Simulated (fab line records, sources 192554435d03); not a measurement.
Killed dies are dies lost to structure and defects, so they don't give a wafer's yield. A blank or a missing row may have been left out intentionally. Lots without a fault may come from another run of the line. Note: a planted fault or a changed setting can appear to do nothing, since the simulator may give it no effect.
Chamber matching / flow n5Finfet / N5_BEOL_M5_STRIP_36 on rieDiel-05 has 4 sister chambers
The step strips in N2/H2. 4 wafers are shown with their chamber, then 9 later ones without.

## WAFERS, EACH WITH ITS CHAMBER
wafer=L083.5; chamber=3; showerheadPlenumPTorr (Torr)=2.63
wafer=L086.1; chamber=0; showerheadPlenumPTorr (Torr)=2.43
wafer=L086.3; chamber=1; showerheadPlenumPTorr (Torr)=2.59
wafer=L086.6; chamber=2; showerheadPlenumPTorr (Torr)=2.44

## WAFERS WITH NO CHAMBER GIVEN
wafer=L088.1; showerheadPlenumPTorr (Torr)=2.44
wafer=L088.4; showerheadPlenumPTorr (Torr)=2.62
wafer=L088.5; showerheadPlenumPTorr (Torr)=2.62
wafer=L095.2; showerheadPlenumPTorr (Torr)=2.44
wafer=L095.5; showerheadPlenumPTorr (Torr)=2.42
wafer=L095.6; showerheadPlenumPTorr (Torr)=2.58
wafer=L097.2; showerheadPlenumPTorr (Torr)=2.61
wafer=L097.3; showerheadPlenumPTorr (Torr)=2.58
wafer=L097.6; showerheadPlenumPTorr (Torr)=2.42

## THE CHAMBER EACH PASSED THROUGH
wafer=L088.1; from the rows above=can't be placed: 2 or 0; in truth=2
wafer=L088.4; from the rows above=can't be placed: 3 or 1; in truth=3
wafer=L088.5; from the rows above=can't be placed: 3 or 1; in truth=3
wafer=L095.2; from the rows above=can't be placed: 2 or 0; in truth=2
wafer=L095.5; from the rows above=can't be placed: 0 or 2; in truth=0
wafer=L095.6; from the rows above=1; in truth=1
wafer=L097.2; from the rows above=can't be placed: 1 or 3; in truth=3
wafer=L097.3; from the rows above=1; in truth=1
wafer=L097.6; from the rows above=can't be placed: 0 or 2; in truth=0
2 of 9 placed correctly. Unplaceable from these rows: 7, with the true chamber sitting among the candidates in 7. Number placed wrongly: 0.
How it was worked out, from the rows above alone: a wafer's distance from a chamber is the root of the sum, over the readings, of the square of ((its reading less the chamber's mean) divided by the reading's scatter). The wafer belongs to the nearest chamber; if the next one is less than 2 further off, it can't be placed. The mean given for a chamber averages the wafers shown for that chamber. The scatter: root of mean squared gap, hidden wafer to nearest shown wafer, with one shown wafer a chamber.
